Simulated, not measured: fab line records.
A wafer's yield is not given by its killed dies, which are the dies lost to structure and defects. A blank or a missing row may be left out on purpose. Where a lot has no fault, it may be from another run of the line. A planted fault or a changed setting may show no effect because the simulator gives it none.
fab line records + flow n5-finfet + part 1 of 2: steps 1 to 3 of 6
[record]
- lots = 20
- wafers = 60
- last-day = 18
route steps=1938 shown FIN_SAQP@125 FIN_CUT@167 STI_FIN_REVEAL@187
lots that met no fault: from a run of the same line without faults
start-h: hours from the record's first day to the start of the lot's first wafer shown + wait-h: hours elapsed since this lot's preceding step + " unchanged from the row above + L1.1+2: one row covering several wafers at once + - no value present, or no start provided + * or withheld: withheld + < > ~ a bound
route shown NAME@n: a module of which the file shows steps, and the number in the route of the first + usual: mean/standard deviation taken from wafers without a fault + same: alike in all rows + chamber/n: place in a boat + sites: the reading at each site + _std_site: the standard deviation of these + _edge_site: inner sites' mean taken away from outer sites' mean + radius-mm: for every site, how far away it sits from the centre of the wafer + mask NAME#n: copy n + behind: tool/chamber where the wafer was last shaped + hold: reason for holding the lot/hours on hold/outcome of the hold + device: which transistor (n, p or np) failed to switch + end of line: tests of these same wafers at the route's end + for a step that has no rows: nothing shown but its recipe + killed: at the first sort, the dies lost to defects and structure; wafer yield is something else + map: dies across one wafer; x = killed, . = not, _ = none there
set.NAME: setting as actually run; set.NAME@STEP: the setting as run at that earlier step + model.NAME: the simulator's own value behind a step, which no gauge read
a sample of lots followed through the steps of the route, with each step as a table and each wafer as a row
services: from which hour (start-h, from the record's first day; less than 0 if before it) a tool's chamber was out of use, for how many hours, and why
[[steps]]
[step N5_FIN_SAQP_SPACER1_ALD_24]
[recipe]
- material = SiO2
- target-thk-a = 203
- temp-c = 300
- ald-precursor-family = BDEAS
- ald-co-reactant = O2-plasma
- pulse-time-s = 1
- purge-time-s = 2
- co-reactant-purge-time-s = 2
- ald-cycles = 218
- pressure-torr = 2
[usual]
- heater-power-w = 483/41
- precursor-pulse-height-rel = 1.005/0.022
- susceptor-temp-C = 300.01/0.2
| lot.wafer | tool       | chamber | start-h | wait-h | heater-power-w | precursor-pulse-height-rel | susceptor-temp-C |
|-----------|------------|---------|---------|--------|----------------|----------------------------|------------------|
| L074.4    | ald-sin-03 | 2       | 22.76   | 0.1    | 565            | 1.005                      | 299.71           |
| L074.5    | "          | 3       | "       | "      | 478            | 0.996                      | 299.87           |
| L074.6    | "          | 0       | "       | "      | 458            | 0.980                      | 299.99           |
| L075.3    | ald-sin-04 | 1       | 30.32   | 0.1    | 468            | 1.050                      | 300.04           |
| L075.4    | "          | 3       | "       | "      | 554            | 1.011                      | 299.96           |
| L075.5    | "          | 3       | "       | "      | 532            | 0.999                      | 300.41           |
| L076.2    | ald-sin-04 | 3       | 36.46   | 0.3    | 541            | 1.011                      | 300.12           |
| L076.3    | "          | 1       | "       | "      | 471            | 0.988                      | 300.17           |
| L076.4    | "          | 0       | "       | "      | 467            | 0.972                      | 300.24           |
| L077.3    | ald-sin-02 | 3       | 43.06   | 0.1    | 469            | 1.060                      | 300.16           |
| L077.4    | "          | 2       | "       | "      | 450            | 0.978                      | 299.80           |
| L077.5    | "          | 0       | "       | "      | 545            | 0.993                      | 299.92           |
| L078.1    | ald-sin-03 | 0       | 46.69   | 0.3    | 471            | 0.969                      | 299.81           |
| L078.2    | "          | 3       | "       | "      | 476            | 1.031                      | 299.96           |
| L078.4    | "          | 1       | "       | "      | 492            | 1.015                      | 300.01           |
| L080.1    | ald-sin-02 | 1       | 61.02   | 0.3    | 440            | 1.015                      | 300.01           |
| L080.2    | "          | 0       | "       | "      | 530            | 0.996                      | 299.89           |
| L080.5    | "          | 2       | "       | "      | 471            | 1.026                      | 299.96           |
| L081.2    | ald-sin-02 | 2       | 67.13   | 0.3    | 474            | 0.995                      | 300.04           |
| L081.3    | "          | 1       | "       | "      | 431            | 0.981                      | 299.93           |
| L081.6    | "          | 1       | "       | "      | 433            | 0.990                      | 299.76           |
| L082.1    | ald-sin-02 | 2       | 71.22   | 0.3    | 466            | 1.033                      | 300.13           |
| L082.4    | "          | 0       | "       | "      | 547            | 1.005                      | 300.06           |
| L082.5    | "          | 3       | "       | "      | 462            | 1.021                      | 299.72           |
| L083.3    | ald-sin-03 | 0       | 76.75   | 0.1    | 474            | 1.004                      | 299.91           |
| L083.5    | "          | 3       | "       | "      | 471            | 0.999                      | 299.98           |
| L083.6    | "          | 2       | "       | "      | 550            | 0.990                      | 300.15           |
| L084.3    | ald-sin-02 | 2       | 83.46   | 0.1    | 463            | 1.030                      | 300.05           |
| L084.4    | "          | 1       | "       | "      | 424            | 1.056                      | 299.74           |
| L084.6    | "          | 1       | "       | "      | 424            | 0.990                      | 299.65           |
| L085.1    | ald-sin-04 | 0       | 90.88   | 0.5    | 473            | 0.984                      | 300.44           |
| L085.3    | "          | 1       | "       | "      | 464            | 0.997                      | 299.88           |
| L085.5    | "          | 0       | "       | "      | 471            | 1.016                      | 300.34           |
| L086.1    | ald-sin-03 | 2       | 95.68   | 0.3    | 557            | 1.018                      | 299.68           |
| L086.2    | "          | 0       | "       | "      | 462            | 1.021                      | 300.20           |
| L086.6    | "          | 0       | "       | "      | 472            | 1.014                      | 299.83           |
| L087.1    | ald-sin-04 | 1       | 101.15  | 0.3    | 470            | 1.020                      | 300.03           |
| L087.5    | "          | 1       | "       | "      | 484            | 0.980                      | 300.28           |
| L087.6    | "          | 2       | "       | "      | 427            | 1.019                      | 300.28           |
| L090.1    | ald-sin-02 | 1       | 118.79  | 0.3    | 420            | 0.968                      | 300.12           |
| L090.4    | "          | 3       | "       | "      | 462            | 1.006                      | 299.66           |
| L090.5    | "          | 0       | "       | "      | 555            | 1.006                      | 299.64           |
| L091.2    | ald-sin-02 | 2       | 124.61  | 0.3    | 446            | 1.016                      | 300.03           |
| L091.3    | "          | 0       | "       | "      | 556            | 1.002                      | 300.29           |
| L091.5    | "          | 1       | "       | "      | 412            | 0.992                      | 299.92           |
| L093.1    | ald-sin-03 | 1       | 137.52  | 0.3    | 497            | 0.989                      | 300.03           |
| L093.2    | "          | 2       | "       | "      | 553            | 1.005                      | 299.88           |
| L093.6    | "          | 0       | "       | "      | 455            | 1.022                      | 299.80           |
| L094.3    | ald-sin-02 | 0       | 144.10  | 0.1    | 543            | 0.989                      | 299.94           |
| L094.4    | "          | 3       | "       | "      | 465            | 1.030                      | 299.83           |
| L094.6    | "          | 2       | "       | "      | 431            | 1.007                      | 299.66           |
| L095.1    | ald-sin-03 | 2       | 149.74  | 1.2    | 552            | 1.005                      | 300.04           |
| L095.5    | "          | 3       | "       | "      | 474            | 1.008                      | 299.71           |
| L095.6    | "          | 2       | "       | "      | 555            | 1.018                      | 300.04           |
| L096.1    | ald-sin-03 | 3       | 155.63  | 0.3    | 476            | 1.037                      | 300.26           |
| L096.2    | "          | 0       | "       | "      | 456            | 1.015                      | 299.82           |
| L096.4    | "          | 1       | "       | "      | 503            | 0.986                      | 300.38           |
| L097.3    | ald-sin-03 | 1       | 162.40  | 0.1    | 495            | 0.958                      | 299.97           |
| L097.4    | "          | 3       | "       | "      | 480            | 1.019                      | 299.94           |
| L097.6    | "          | 0       | "       | "      | 469            | 1.021                      | 299.96           |
[step N5_FIN_SAQP_SPACER1_ETCHBACK_25]
[recipe]
- chemistry = CHF3/O2
- mode = anisotropic-etchback
- target = SiO2
- target-depth-a = 244
- time-s = 12.2
- pressure-mtorr = 30
- source-w = 650
- bias-w = 170
- Ar_flow_sccm = 200
- CHF3_flow_sccm = 50
- O2_flow_sccm = 5
- ion-energy-ev = 200
[usual]
- drypump-motor-current-A = 5.5/0.51
- oes_ar_750_au = 0.75/0.069
- oes_f_703_au = 0.76/0.074
- oes-product-au = 0.74/0.066
- rf-vpp-V = 518/11
- showerhead-plenum-p-Torr = 2.40/0.078
- throttle-valve-pct = 18.88/0.18
| lot.wafer | tool        | chamber | start-h | wait-h | drypump-motor-current-A | oes_ar_750_au | oes_f_703_au | oes-product-au | rf-hours-counter-h | rf-vpp-V | showerhead-plenum-p-Torr | throttle-valve-pct |
|-----------|-------------|---------|---------|--------|-------------------------|---------------|--------------|----------------|--------------------|----------|--------------------------|--------------------|
| L074.4    | rie-diel-01 | 3       | 23.47   | 0.4    | 5.7                     | 0.67          | 0.68         | 0.69           | 207                | 530      | 2.38                     | 18.84              |
| L074.5    | "           | 2       | "       | "      | 5.6                     | 0.74          | 0.76         | 0.72           | -                  | 512      | 2.29                     | 18.76              |
| L074.6    | "           | 1       | "       | "      | 5.9                     | 0.78          | 0.79         | 0.77           | -                  | 541      | 2.50                     | 18.85              |
| L075.3    | rie-diel-03 | 2       | 31.03   | 0.4    | 4.7                     | 0.70          | 0.71         | 0.71           | 209                | 515      | 2.38                     | 18.83              |
| L075.4    | "           | 1       | "       | "      | 5.4                     | 0.72          | 0.74         | 0.71           | 227                | 517      | 2.38                     | 18.83              |
| L075.5    | "           | 0       | "       | "      | 5.2                     | 0.71          | 0.69         | 0.72           | -                  | 519      | 2.32                     | 19.06              |
| L076.2    | rie-diel-03 | 0       | 37.18   | 0.4    | 5.2                     | 0.72          | 0.69         | 0.72           | 217                | 520      | 2.32                     | 19.05              |
| L076.3    | "           | 2       | "       | "      | 4.7                     | 0.71          | 0.71         | 0.71           | 212                | 516      | 2.38                     | 18.84              |
| L076.4    | "           | 1       | "       | "      | 5.4                     | 0.72          | 0.74         | 0.70           | 229                | 519      | 2.38                     | 18.85              |
| L077.3    | rie-diel-05 | 2       | 43.79   | 0.4    | 6.2                     | 0.75          | 0.76         | 0.76           | 148                | 502      | 2.32                     | 19.12              |
| L077.4    | "           | 1       | "       | "      | 5.4                     | 0.74          | 0.74         | 0.76           | 138                | 513      | 2.40                     | 18.98              |
| L077.5    | "           | 3       | "       | "      | 4.8                     | 0.77          | 0.80         | 0.76           | -                  | 523      | 2.51                     | 18.82              |
| L078.1    | rie-diel-05 | 3       | 47.43   | 0.4    | 4.8                     | 0.78          | 0.79         | 0.76           | 144                | 524      | 2.51                     | 18.80              |
| L078.2    | "           | 1       | "       | "      | 5.4                     | 0.74          | 0.74         | 0.75           | 139                | 512      | 2.40                     | 18.96              |
| L078.4    | "           | 2       | "       | "      | 6.2                     | 0.75          | 0.76         | 0.75           | 149                | 503      | 2.32                     | 19.13              |
| L080.1    | rie-diel-05 | 1       | 61.74   | 0.4    | 5.4                     | 0.74          | 0.73         | 0.75           | 145                | 512      | 2.40                     | 18.98              |
| L080.2    | "           | 2       | "       | "      | 6.2                     | 0.75          | 0.75         | 0.74           | 155                | 504      | 2.32                     | 19.13              |
| L080.5    | "           | 0       | "       | "      | 5.2                     | 0.74          | 0.73         | 0.73           | -                  | 506      | 2.41                     | 18.61              |
| L081.2    | rie-diel-05 | 2       | 67.84   | 0.4    | 6.3                     | 0.74          | 0.75         | 0.74           | 158                | 504      | 2.32                     | 19.14              |
| L081.3    | "           | 1       | "       | "      | 5.4                     | 0.74          | 0.73         | 0.73           | 147                | 512      | 2.40                     | 18.97              |
| L081.6    | "           | 3       | "       | "      | 4.8                     | 0.76          | 0.78         | 0.75           | -                  | 524      | 2.51                     | 18.82              |
| L082.1    | rie-diel-01 | 2       | 72.03   | 0.5    | 5.6                     | 0.73          | 0.75         | 0.72           | 237                | 511      | 2.28                     | 18.78              |
| L082.4    | "           | 0       | "       | "      | 6.0                     | 0.72          | 0.73         | 0.73           | 168                | 536      | 2.49                     | 18.84              |
| L082.5    | "           | 1       | "       | "      | 5.9                     | 0.75          | 0.76         | 0.75           | -                  | 540      | 2.49                     | 18.88              |
| L083.3    | rie-diel-05 | 3       | 77.53   | 0.4    | 4.8                     | 0.77          | 0.79         | 0.75           | 156                | 522      | 2.51                     | 18.82              |
| L083.5    | "           | 1       | "       | "      | 5.4                     | 0.74          | 0.73         | 0.73           | -                  | 513      | 2.40                     | 18.98              |
| L083.6    | "           | 2       | "       | "      | 6.3                     | 0.75          | 0.75         | 0.73           | -                  | 503      | 2.32                     | 19.11              |
| L084.3    | rie-diel-01 | 1       | 84.17   | 0.4    | 5.9                     | 0.74          | 0.76         | 0.75           | 141                | 540      | 2.49                     | 18.88              |
| L084.4    | "           | 2       | "       | "      | 5.5                     | 0.72          | 0.75         | 0.71           | 241                | 511      | 2.28                     | 18.80              |
| L084.6    | "           | 2       | "       | "      | 5.5                     | 0.73          | 0.74         | 0.70           | -                  | 511      | 2.28                     | 18.79              |
| L085.1    | rie-diel-05 | 3       | 91.60   | 0.4    | 4.8                     | 0.76          | 0.78         | 0.74           | 161                | 523      | 2.50                     | 18.84              |
| L085.3    | "           | 1       | "       | "      | 5.4                     | 0.73          | 0.73         | 0.73           | 155                | 511      | 2.40                     | 18.99              |
| L085.5    | "           | 1       | "       | "      | 5.4                     | 0.74          | 0.73         | 0.73           | -                  | 512      | 2.40                     | 19.01              |
| L086.1    | rie-diel-03 | 3       | 96.44   | 0.4    | 6.5                     | 0.81          | 0.81         | 0.80           | 95                 | 517      | 2.32                     | 19.03              |
| L086.2    | "           | 0       | "       | "      | 5.2                     | 0.70          | 0.68         | 0.70           | 238                | 520      | 2.31                     | 19.10              |
| L086.6    | "           | 0       | "       | "      | 5.2                     | 0.70          | 0.68         | 0.70           | -                  | 519      | 2.31                     | 19.10              |
| L087.1    | rie-diel-01 | 0       | 101.86  | 0.4    | 6.0                     | 0.71          | 0.72         | 0.71           | 180                | 536      | 2.48                     | 18.86              |
| L087.5    | "           | 0       | "       | "      | 6.0                     | 0.72          | 0.72         | 0.71           | -                  | 536      | 2.48                     | 18.85              |
| L087.6    | "           | 3       | "       | "      | 5.7                     | 0.66          | 0.65         | 0.66           | -                  | 530      | 2.37                     | 18.89              |
| L090.1    | rie-diel-05 | 0       | 119.50  | 0.4    | 5.2                     | 0.72          | 0.72         | 0.71           | 166                | 505      | 2.40                     | 18.65              |
| L090.4    | "           | 3       | "       | "      | 4.8                     | 0.75          | 0.77         | 0.74           | 172                | 523      | 2.50                     | 18.87              |
| L090.5    | "           | 3       | "       | "      | 4.8                     | 0.76          | 0.77         | 0.74           | -                  | 522      | 2.50                     | 18.85              |
| L091.2    | rie-diel-05 | 0       | 125.32  | 0.4    | 5.2                     | 0.72          | 0.71         | 0.70           | 168                | 505      | 2.40                     | 18.64              |
| L091.3    | "           | 3       | "       | "      | 4.8                     | 0.75          | 0.77         | 0.73           | 174                | 522      | 2.50                     | 18.86              |
| L091.5    | "           | 0       | "       | "      | 5.2                     | 0.72          | 0.71         | 0.70           | -                  | 505      | 2.40                     | 18.65              |
| L093.1    | rie-diel-01 | 0       | 138.40  | 0.5    | 6.0                     | 0.71          | 0.71         | 0.71           | 194                | 538      | 2.48                     | 18.90              |
| L093.2    | "           | 1       | "       | "      | 5.9                     | 0.73          | 0.74         | 0.73           | 165                | 541      | 2.48                     | 18.93              |
| L093.6    | "           | 0       | "       | "      | 6.0                     | 0.71          | 0.71         | 0.70           | -                  | 536      | 2.48                     | 18.86              |
| L094.3    | rie-diel-03 | 1       | 144.82  | 0.4    | 5.4                     | 0.92          | 0.94         | 0.90           | 14                 | 517      | 2.37                     | 18.40              |
| L094.4    | "           | 3       | "       | "      | 6.5                     | 0.79          | 0.80         | 0.76           | 118                | 517      | 2.32                     | 19.07              |
| L094.6    | "           | 0       | "       | "      | 5.2                     | 0.97          | 0.94         | 0.93           | -                  | 528      | 2.60                     | 18.73              |
| L095.1    | rie-diel-03 | 2       | 150.45  | 0.4    | 4.7                     | 0.69          | 0.69         | 0.69           | 238                | 515      | 2.37                     | 18.86              |
| L095.5    | "           | 0       | "       | "      | 5.2                     | 0.94          | 0.93         | 0.93           | -                  | 529      | 2.60                     | 18.75              |
| L095.6    | "           | 1       | "       | "      | 5.4                     | 0.92          | 0.94         | 0.91           | -                  | 517      | 2.37                     | 18.42              |
| L096.1    | rie-diel-05 | 1       | 156.39  | 0.4    | 5.4                     | 0.72          | 0.71         | 0.71           | 175                | 512      | 2.39                     | 19.01              |
| L096.2    | "           | 0       | "       | "      | 5.2                     | 0.71          | 0.71         | 0.70           | 177                | 505      | 2.39                     | 18.64              |
| L096.4    | "           | 2       | "       | "      | 6.2                     | 0.72          | 0.73         | 0.70           | 189                | 502      | 2.31                     | 19.19              |
| L097.3    | rie-diel-05 | 2       | 163.22  | 0.5    | 6.2                     | 0.72          | 0.73         | 0.71           | 192                | 502      | 2.31                     | 19.18              |
| L097.4    | "           | 3       | "       | "      | 4.8                     | 0.75          | 0.77         | 0.71           | 186                | 522      | 2.49                     | 18.88              |
| L097.6    | "           | 0       | "       | "      | 5.2                     | 0.72          | 0.70         | 0.69           | -                  | 505      | 2.39                     | 18.67              |
[step N5_FIN_SAQP_SPACER2_ETCHBACK_29]
[recipe]
- chemistry = CHF3/O2
- mode = anisotropic-etchback
- target = SiO2
- target-depth-a = 122
- time-s = 6.1
- pressure-mtorr = 30
- source-w = 650
- bias-w = 170
- Ar_flow_sccm = 200
- CHF3_flow_sccm = 50
- O2_flow_sccm = 5
- ion-energy-ev = 200
[usual]
- drypump-motor-current-A = 5.5/0.51
- oes_ar_750_au = 0.75/0.064
- oes_f_703_au = 0.75/0.071
- oes-product-au = 0.74/0.062
- rf-vpp-V = 519/11
- showerhead-plenum-p-Torr = 2.40/0.073
- throttle-valve-pct = 18.86/0.18
| lot.wafer | tool        | chamber | start-h | wait-h | drypump-motor-current-A | oes_ar_750_au | oes_f_703_au | oes-product-au | rf-hours-counter-h | rf-vpp-V | showerhead-plenum-p-Torr | throttle-valve-pct |
|-----------|-------------|---------|---------|--------|-------------------------|---------------|--------------|----------------|--------------------|----------|--------------------------|--------------------|
| L074.4    | rie-diel-01 | 2       | 25.13   | 0.2    | 5.6                     | 0.74          | 0.77         | 0.72           | 218                | 510      | 2.29                     | 18.75              |
| L074.5    | "           | 0       | "       | "      | 6.0                     | 0.73          | 0.74         | 0.73           | -                  | 537      | 2.49                     | 18.82              |
| L074.6    | "           | 1       | "       | "      | 5.9                     | 0.77          | 0.77         | 0.76           | -                  | 540      | 2.50                     | 18.84              |
| L075.3    | rie-diel-05 | 2       | 32.60   | 0.2    | 6.2                     | 0.76          | 0.77         | 0.76           | 143                | 504      | 2.33                     | 19.11              |
| L075.4    | "           | 0       | "       | "      | 5.2                     | 0.75          | 0.74         | 0.74           | 134                | 503      | 2.41                     | 18.58              |
| L075.5    | "           | 1       | "       | "      | 5.4                     | 0.75          | 0.74         | 0.76           | -                  | 513      | 2.41                     | 18.96              |
| L076.2    | rie-diel-01 | 3       | 38.80   | 0.2    | 5.7                     | 0.68          | 0.67         | 0.68           | 213                | 531      | 2.38                     | 18.85              |
| L076.3    | "           | 2       | "       | "      | 5.5                     | 0.74          | 0.75         | 0.72           | 223                | 511      | 2.28                     | 18.75              |
| L076.4    | "           | 1       | "       | "      | 6.0                     | 0.76          | 0.77         | 0.76           | 124                | 540      | 2.50                     | 18.84              |
| L077.3    | rie-diel-01 | 3       | 45.50   | 0.3    | 5.7                     | 0.68          | 0.67         | 0.68           | 215                | 530      | 2.38                     | 18.84              |
| L077.4    | "           | 0       | "       | "      | 6.0                     | 0.73          | 0.74         | 0.74           | 160                | 537      | 2.49                     | 18.83              |
| L077.5    | "           | 3       | "       | "      | 5.7                     | 0.67          | 0.67         | 0.68           | -                  | 529      | 2.38                     | 18.85              |
| L078.1    | rie-diel-01 | 3       | 49.15   | 0.2    | 5.8                     | 0.68          | 0.67         | 0.68           | 217                | 531      | 2.38                     | 18.85              |
| L078.2    | "           | 0       | "       | "      | 6.0                     | 0.72          | 0.74         | 0.74           | 161                | 537      | 2.49                     | 18.82              |
| L078.4    | "           | 1       | "       | "      | 5.9                     | 0.77          | 0.77         | 0.76           | 127                | 541      | 2.50                     | 18.86              |
| L080.1    | rie-diel-03 | 1       | 64.77   | 0.2    | 5.4                     | 0.73          | 0.74         | 0.70           | 234                | 519      | 2.38                     | 18.85              |
| L080.2    | "           | 3       | "       | "      | 6.4                     | 0.82          | 0.84         | 0.81           | 79                 | 516      | 2.33                     | 19.01              |
| L080.5    | "           | 3       | "       | "      | 6.4                     | 0.82          | 0.84         | 0.81           | -                  | 518      | 2.33                     | 19.01              |
| L081.2    | rie-diel-05 | 1       | 69.39   | 0.2    | 5.4                     | 0.74          | 0.73         | 0.75           | 148                | 513      | 2.40                     | 18.98              |
| L081.3    | "           | 3       | "       | "      | 4.8                     | 0.77          | 0.79         | 0.75           | 153                | 523      | 2.51                     | 18.85              |
| L081.6    | "           | 3       | "       | "      | 4.8                     | 0.77          | 0.78         | 0.75           | -                  | 522      | 2.51                     | 18.82              |
| L082.1    | rie-diel-05 | 0       | 73.60   | 0.2    | 5.3                     | 0.74          | 0.72         | 0.73           | 150                | 504      | 2.40                     | 18.61              |
| L082.4    | "           | 2       | "       | "      | 6.2                     | 0.74          | 0.76         | 0.74           | 160                | 504      | 2.32                     | 19.14              |
| L082.5    | "           | 0       | "       | "      | 5.2                     | 0.74          | 0.72         | 0.73           | -                  | 506      | 2.40                     | 18.60              |
| L083.3    | rie-diel-05 | 2       | 79.53   | 0.2    | 6.2                     | 0.75          | 0.75         | 0.73           | 162                | 502      | 2.32                     | 19.14              |
| L083.5    | "           | 2       | "       | "      | 6.2                     | 0.74          | 0.75         | 0.73           | -                  | 504      | 2.32                     | 19.15              |
| L083.6    | "           | 3       | "       | "      | 4.8                     | 0.76          | 0.78         | 0.74           | -                  | 521      | 2.51                     | 18.84              |
| L084.3    | rie-diel-03 | 1       | 85.85   | 0.2    | 5.4                     | 0.72          | 0.72         | 0.69           | 245                | 518      | 2.38                     | 18.84              |
| L084.4    | "           | 1       | "       | "      | 5.4                     | 0.71          | 0.73         | 0.69           | -                  | 519      | 2.38                     | 18.86              |
| L084.6    | "           | 0       | "       | "      | 5.2                     | 0.70          | 0.69         | 0.71           | -                  | 520      | 2.31                     | 19.09              |
| L085.1    | rie-diel-05 | 2       | 93.28   | 0.2    | 6.2                     | 0.74          | 0.75         | 0.73           | 166                | 503      | 2.32                     | 19.12              |
| L085.3    | "           | 0       | "       | "      | 5.2                     | 0.73          | 0.72         | 0.72           | 157                | 505      | 2.40                     | 18.63              |
| L085.5    | "           | 0       | "       | "      | 5.2                     | 0.73          | 0.72         | 0.72           | -                  | 505      | 2.40                     | 18.60              |
| L086.1    | rie-diel-01 | 1       | 98.35   | 0.2    | 5.9                     | 0.75          | 0.75         | 0.74           | 147                | 540      | 2.49                     | 18.90              |
| L086.2    | "           | 3       | "       | "      | 5.7                     | 0.66          | 0.66         | 0.66           | 238                | 530      | 2.37                     | 18.88              |
| L086.6    | "           | 0       | "       | "      | 6.0                     | 0.71          | 0.72         | 0.71           | -                  | 536      | 2.48                     | 18.85              |
| L087.1    | rie-diel-03 | 0       | 103.43  | 0.2    | 5.2                     | 0.70          | 0.67         | 0.70           | 242                | 519      | 2.31                     | 19.11              |
| L087.5    | "           | 0       | "       | "      | 5.2                     | 0.70          | 0.68         | 0.70           | -                  | 520      | 2.31                     | 19.11              |
| L087.6    | "           | 3       | "       | "      | 6.4                     | 0.80          | 0.81         | 0.78           | -                  | 516      | 2.32                     | 19.05              |
| L090.1    | rie-diel-03 | 3       | 121.27  | 0.3    | 6.4                     | 0.80          | 0.80         | 0.78           | 107                | 517      | 2.32                     | 19.06              |
| L090.4    | "           | 2       | "       | "      | 4.7                     | 0.70          | 0.71         | 0.69           | 226                | 516      | 2.37                     | 18.85              |
| L090.5    | "           | 1       | "       | "      | 5.4                     | 0.96          | 0.97         | 0.95           | -                  | 519      | 2.37                     | 18.39              |
| L091.2    | rie-diel-03 | 3       | 127.02  | 0.3    | 6.5                     | 0.79          | 0.80         | 0.77           | 110                | 516      | 2.32                     | 19.08              |
| L091.3    | "           | 2       | "       | "      | 4.7                     | 0.70          | 0.70         | 0.70           | 229                | 515      | 2.37                     | 18.87              |
| L091.5    | "           | 2       | "       | "      | 4.7                     | 0.70          | 0.70         | 0.69           | -                  | 514      | 2.37                     | 18.85              |
| L093.1    | rie-diel-01 | 2       | 139.96  | 0.2    | 5.5                     | 1.01          | 1.05         | 1.00           | 1                  | 520      | 2.56                     | 18.41              |
| L093.2    | "           | 1       | "       | "      | 5.9                     | 0.73          | 0.74         | 0.72           | 166                | 540      | 2.48                     | 18.90              |
| L093.6    | "           | 2       | "       | "      | 5.5                     | 1.01          | 1.04         | 0.99           | -                  | 519      | 2.56                     | 18.44              |
| L094.3    | rie-diel-05 | 0       | 147.03  | 0.5    | 5.2                     | 0.72          | 0.71         | 0.71           | 175                | 506      | 2.40                     | 18.65              |
| L094.4    | "           | 3       | "       | "      | 4.8                     | 0.75          | 0.77         | 0.73           | 181                | 523      | 2.50                     | 18.85              |
| L094.6    | "           | 1       | "       | "      | 5.4                     | 0.72          | 0.71         | 0.72           | -                  | 511      | 2.39                     | 19.02              |
| L095.1    | rie-diel-03 | 3       | 152.91  | 0.2    | 6.5                     | 0.78          | 0.79         | 0.77           | 120                | 517      | 2.31                     | 19.08              |
| L095.5    | "           | 2       | "       | "      | 4.7                     | 0.69          | 0.69         | 0.69           | -                  | 513      | 2.37                     | 18.87              |
| L095.6    | "           | 1       | "       | "      | 5.4                     | 0.91          | 0.94         | 0.91           | -                  | 518      | 2.37                     | 18.43              |
| L096.1    | rie-diel-05 | 0       | 158.20  | 0.3    | 5.2                     | 0.71          | 0.70         | 0.69           | 178                | 504      | 2.39                     | 18.66              |
| L096.2    | "           | 3       | "       | "      | 4.8                     | 0.74          | 0.76         | 0.72           | 184                | 524      | 2.49                     | 18.88              |
| L096.4    | "           | 2       | "       | "      | 6.2                     | 0.73          | 0.73         | 0.72           | 190                | 502      | 2.31                     | 19.16              |
| L097.3    | rie-diel-05 | 3       | 165.01  | 0.2    | 4.8                     | 0.75          | 0.76         | 0.73           | 187                | 523      | 2.49                     | 18.88              |
| L097.4    | "           | 2       | "       | "      | 6.2                     | 0.72          | 0.73         | 0.71           | 193                | 502      | 2.31                     | 19.19              |
| L097.6    | "           | 0       | "       | "      | 5.2                     | 0.71          | 0.70         | 0.71           | -                  | 503      | 2.39                     | 18.67              |
